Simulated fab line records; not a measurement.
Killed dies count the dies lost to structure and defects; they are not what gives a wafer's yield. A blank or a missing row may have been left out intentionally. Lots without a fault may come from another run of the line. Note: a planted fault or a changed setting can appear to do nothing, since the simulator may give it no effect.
8D (eight disciplines) problem report, filled in by code + flow nand harc + the parts of the form that need people (team, actions taken, sign-off) are left out

## 1. PROBLEM STATEMENT
At NHARC_A_CHANNEL_HOLE_D1_ETCH_19, c4f8 flow sccm averages 14.46 sccm over 2 wafers from 2 lots, while fault-free wafers read 28.81 sccm, standard deviation 0.083. That is -99 or more standard deviations from the usual mean.
The step: etches the open film in C4F8/O2/Ar, time 34.5 s.
First seen on wafer L375.2, day 12 01:37, on har etch-01. At this step, 33 wafers from 11 lots have a number in the record. Rule for "out" (also "out of limits"): further than 4 standard deviations from the usual mean. Any other wafer with a number is counted as sound.

## 2. WHAT IT IS, AND WHAT IT ISN'T
| question                    | is                                 | is not                                                                                                   |
|-----------------------------|------------------------------------|----------------------------------------------------------------------------------------------------------|
| which readings at this step | c4f8 flow sccm, throttle valve pct | drypump motor current A, he backside leak sccm, showerhead plenum p Torr                                 |
| which lots                  | L375, L377                         | L368, L369, L372, L386, L387, L388, L389, L390, L391                                                     |
| which wafers of those lots  | L375.2, L377.4                     | L375.1, L375.5, L377.3, L377.5                                                                           |
| read on which tools         | har etch-01                        | har etch-02                                                                                              |
| when                        | from day 12 01:37                  | up to then (11 sound wafers); but 20 sound wafers of L377, L386, L387, L388, L389, L390, L391 came after |

## 3. SUSPECTS, AND WHAT RULES EACH OUT
Counting: any tool at a process step up to the reading remains a suspect provided it ran every lot that is out. Sound lots after the first of them don't rule it out here, since some wafers of a struck lot are sound.
- har etch-01 at NHARC_A_CHANNEL_HOLE_D1_ETCH_19 (etches the open film in C4F8/O2/Ar, time 34.5 s): kept. Every lot that is out went through it, the first being L375 (day 12 01:37); the last sound lot it ran before that was L372 (day 10 03:24). Its own c4f8 flow sccm, throttle valve pct readings are out on those wafers.
- At NHARC_A_CHANNEL_HOLE_D1_ETCH_19 on har etch-01, chamber 0 took the sound wafers of the same lots and chamber 1 took the wafers that are out.
After counting, what remains is har etch-01 at NHARC_A_CHANNEL_HOLE_D1_ETCH_19.

## 4. THE CAUSE (what the simulator had put in)
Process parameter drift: har etch-01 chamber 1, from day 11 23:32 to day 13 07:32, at NHARC_A_CHANNEL_HOLE_D1_ETCH_19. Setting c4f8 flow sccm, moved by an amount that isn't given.
After counting, this tool was the only one left.

## 5. SEQUENCE OF EFFECTS, ordered by route
Each row: a reading where the mean over the struck wafers with a number is more than 3 standard deviations away from the usual. Only readings whose record carries a usual standard deviation are examined. hours: median over the lots of the time between each lot's start at the first step of this table that gives one and its start at this step. sigmas: the change, counted in usual standard deviations.
| hours | step                            | reading            | usual      | on struck wafers | change | sigmas      |
|-------|---------------------------------|--------------------|------------|------------------|--------|-------------|
| 0     | NHARC_A_CHANNEL_HOLE_D1_ETCH_19 | c4f8 flow sccm     | 28.81 sccm | 14.46            | -14.35 | -99 or more |
| 0     | NHARC_A_CHANNEL_HOLE_D1_ETCH_19 | throttle valve pct | 37.039 %   | 36.093           | -0.947 | -99 or more |
The process steps in it:
- NHARC_A_CHANNEL_HOLE_D1_ETCH_19: etches the open film in C4F8/O2/Ar, time 34.5 s.
At these later measuring or inspecting steps, every struck wafer for which the step has a row has a number for every such reading, and none has moved that far: NHARC_END_SORT_01.

## 6. WHAT WOULD HAVE CAUGHT IT SOONER
In this record no reading fell out of limits until day 12 01:37, 2 hours after the fault had begun at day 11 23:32.
